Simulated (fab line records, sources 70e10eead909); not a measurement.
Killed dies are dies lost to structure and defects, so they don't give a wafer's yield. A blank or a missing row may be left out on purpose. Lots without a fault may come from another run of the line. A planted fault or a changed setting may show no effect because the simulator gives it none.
Chamber matching | flow nand_harc | NHARC_P_BONDPAD_DESCUM_11 on rie_diel-10: 4 sister chambers
The step chemistry O2, time 3 s. 8 wafers are shown with their chamber, then 8 later ones without.

WAFERS WITH THEIR CHAMBER
wafer  | chamber | drypump_motor_current_A (A) | oes_product_au (a.u.)
L323.2 | 0       | 5.8                         | 1.002
L323.3 | 3       | 5.7                         | 0.999
L327.1 | 0       | 5.7                         | 1.003
L327.4 | 3       | 5.7                         | 1.014
L331.5 | 1       | 5.1                         | 0.999
L331.6 | 2       | 5.2                         | 0.974
L329.4 | 2       | 5.2                         | 0.983
L329.5 | 1       | 5.1                         | 1.008

WAFERS WITHOUT THEIR CHAMBER
wafer  | drypump_motor_current_A (A) | oes_product_au (a.u.)
L329.6 | 5.3                         | 0.990
L334.5 | 5.7                         | 1.008
L334.6 | 5.8                         | 0.997
L335.2 | 5.1                         | 1.004
L335.3 | 5.2                         | 0.989
L335.6 | 5.1                         | 0.999
L338.5 | 5.1                         | 0.996
L338.6 | 5.2                         | 0.979

WHICH CHAMBER EACH WENT THROUGH
wafer  | from the rows above     | in truth
L329.6 | 2                       | 2
L334.5 | can't be placed: 3 or 0 | 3
L334.6 | can't be placed: 0 or 3 | 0
L335.2 | 1                       | 1
L335.3 | 2                       | 2
L335.6 | 1                       | 1
L338.5 | 1                       | 1
L338.6 | 2                       | 2
Placed correctly: 6 of 8. Can't be placed from these rows: 2 (the true chamber is among the candidates in 2). Placed wrongly: 0.
How it was worked out, from the rows above alone: a wafer's distance from a chamber is the root of the sum, over the readings, of the square of ((its reading less the chamber's mean) divided by the reading's scatter). The wafer belongs to the nearest chamber; if the next one is less than 2 further off, it can't be placed. A chamber's mean is the mean of its shown wafers. The scatter: the root of (the sum of the squares of (reading less its chamber's mean) over the shown wafers, divided by (wafers less chambers)).
